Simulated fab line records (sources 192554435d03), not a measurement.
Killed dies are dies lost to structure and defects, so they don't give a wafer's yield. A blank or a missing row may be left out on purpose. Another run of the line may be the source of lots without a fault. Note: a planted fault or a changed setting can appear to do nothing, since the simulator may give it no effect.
Matching of chambers || flow n5_finfet || cvd_co-02 running N5_BEOL_M2_CO_CAP_55: 3 sister chambers
The step material Co, precursor CCTBA/H2, target thk 2 nm, time 102.1 s. 6 wafers are shown with their chamber, then 7 later ones without.

## WAFERS, EACH WITH ITS CHAMBER
{"wafer": "L085.4", "chamber": 0, "heater_power_w (W)": 210}
{"wafer": "L088.1", "chamber": 1, "heater_power_w (W)": 212}
{"wafer": "L088.2", "chamber": 2, "heater_power_w (W)": 202}
{"wafer": "L088.4", "chamber": 1, "heater_power_w (W)": 208}
{"wafer": "L092.4", "chamber": 2, "heater_power_w (W)": 205}
{"wafer": "L092.5", "chamber": 0, "heater_power_w (W)": 208}

## WAFERS WITHOUT THEIR CHAMBER
{"wafer": "L092.6", "heater_power_w (W)": 219}
{"wafer": "L094.1", "heater_power_w (W)": 204}
{"wafer": "L094.4", "heater_power_w (W)": 208}
{"wafer": "L094.5", "heater_power_w (W)": 212}
{"wafer": "L097.1", "heater_power_w (W)": 210}
{"wafer": "L097.3", "heater_power_w (W)": 205}
{"wafer": "L097.5", "heater_power_w (W)": 214}

## WHICH CHAMBER EACH WENT THROUGH
{"wafer": "L092.6", "from the rows above": "can't be placed: 1 or 0", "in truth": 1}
{"wafer": "L094.1", "from the rows above": 2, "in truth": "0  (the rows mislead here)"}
{"wafer": "L094.4", "from the rows above": "can't be placed: 0 or 1 or 2", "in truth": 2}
{"wafer": "L094.5", "from the rows above": "can't be placed: 1 or 0", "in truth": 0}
{"wafer": "L097.1", "from the rows above": "can't be placed: 1 or 0", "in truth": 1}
{"wafer": "L097.3", "from the rows above": "can't be placed: 2 or 0 or 1", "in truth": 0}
{"wafer": "L097.5", "from the rows above": "can't be placed: 1 or 0", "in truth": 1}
Correct placement for 0 of the 7. These rows do not allow placing 6 (true chamber among the candidates in 6). Placed wrongly: 1.
How it was worked out, from the rows above alone: a wafer's distance from a chamber is the root of the sum, over the readings, of the square of ((its reading less the chamber's mean) divided by the reading's scatter). The wafer belongs to the nearest chamber; if the next one is less than 2 further off, it can't be placed. The mean given for a chamber averages the wafers shown for that chamber. How the scatter is found: for the shown wafers, subtract from each reading the mean of its chamber, square and add these, divide the total by (wafers less chambers), then take the root.
